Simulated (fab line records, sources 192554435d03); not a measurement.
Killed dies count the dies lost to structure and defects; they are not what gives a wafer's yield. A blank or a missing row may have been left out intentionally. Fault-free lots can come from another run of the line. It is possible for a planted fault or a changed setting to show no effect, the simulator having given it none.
Code-filled problem report in 8D (eight disciplines) form | flow n5Finfet | the parts of the form that need people (team, actions taken, sign-off) are left out

== 1. THE ISSUE ==
Wafers without a fault read 93.7 s, standard deviation 2.2; etchRfOnTimeS at N5_GATE_CUT_HM_OPEN_40 reads a mean of 72.1 s on 2 wafers belonging to 2 lots. That puts it -9.8 standard deviations away from the usual mean.
The step: chemistry C4F6/O2, target SiO2, target depth 139 nm, time 85.1 s.
First seen on wafer L384.5, day 8 01:41, on rieDiel-01. At this step, 26 wafers from 9 lots have a number in the record. Rule for "out", or "out of limits": more than 4 standard deviations from the usual mean. The other wafers with a number count as sound.

== 2. WHAT IT IS AND WHAT IT IS NOT ==
question                    | is               | is not
which readings at this step | etchRfOnTimeS    | chamberPressureMTorr, drypumpMotorCurrentA, rfFwdPowerW, rfVppV, showerheadPlenumPTorr, throttleValvePct
which lots                  | L384, L385       | L371, L374, L378, L388, L391, L392, L393
which wafers of those lots  | L384.5, L385.5   | L384.2, L384.3, L385.6
read on which tools         | rieDiel-01       | rieDiel-02, rieDiel-04
when                        | from day 8 01:41 | up to then (11 sound wafers); but 13 sound wafers of L385, L388, L391, L392, L393 came after

== 3. SUSPECTS, AND WHAT RULES EACH OUT ==
Counting: if a tool at a process step up to the reading ran every lot that is out, it stays a suspect. Sound lots after the first of them don't rule it out here, since some wafers of a struck lot are sound.
- rieDiel-01 at N5_GATE_CUT_HM_OPEN_40 (chemistry C4F6/O2, target SiO2, target depth 139 nm, time 85.1 s): kept. Every lot that is out went through it, the first being L384 (day 8 01:41); the last sound lot it ran before that was L378 (day 6 13:35). Out on those wafers are its own readings of etchRfOnTimeS.
Left after counting: rieDiel-01 at N5_GATE_CUT_HM_OPEN_40.

== 4. THE CAUSE (what the simulator had put in) ==
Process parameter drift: rieDiel-01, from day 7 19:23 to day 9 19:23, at N5_GATE_CUT_HM_OPEN_40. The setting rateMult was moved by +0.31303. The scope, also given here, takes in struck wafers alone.
After counting, this tool was the only one left.

== 5. SEQUENCE OF EFFECTS, ordered by route ==
Each row: a reading where the mean over the struck wafers with a number is more than 3 standard deviations away from the usual. Only readings for which the record gives a usual standard deviation are gone through. hours: the time from each lot's start at the first step in this table that gives one to its start at this step, as a median over the lots. sigmas: the change in usual standard deviations.
hours | step                   | reading       | usual  | on struck wafers | change | sigmas
0     | N5_GATE_CUT_HM_OPEN_40 | etchRfOnTimeS | 93.7 s | 72.1             | -21.6  | -9.8
The process steps in it:
- N5_GATE_CUT_HM_OPEN_40: chemistry C4F6/O2, target SiO2, target depth 139 nm, time 85.1 s.
Later measuring or inspecting steps at which every struck wafer that the step has a row for has a number for every such reading, and none has moved that far: N5_BEOL_M4_RC_MEAS_101.

== 6. WHAT WOULD HAVE CAUGHT IT SOONER ==
In this record no reading fell out of limits until day 8 01:41, 6 hours after the fault had begun at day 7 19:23.
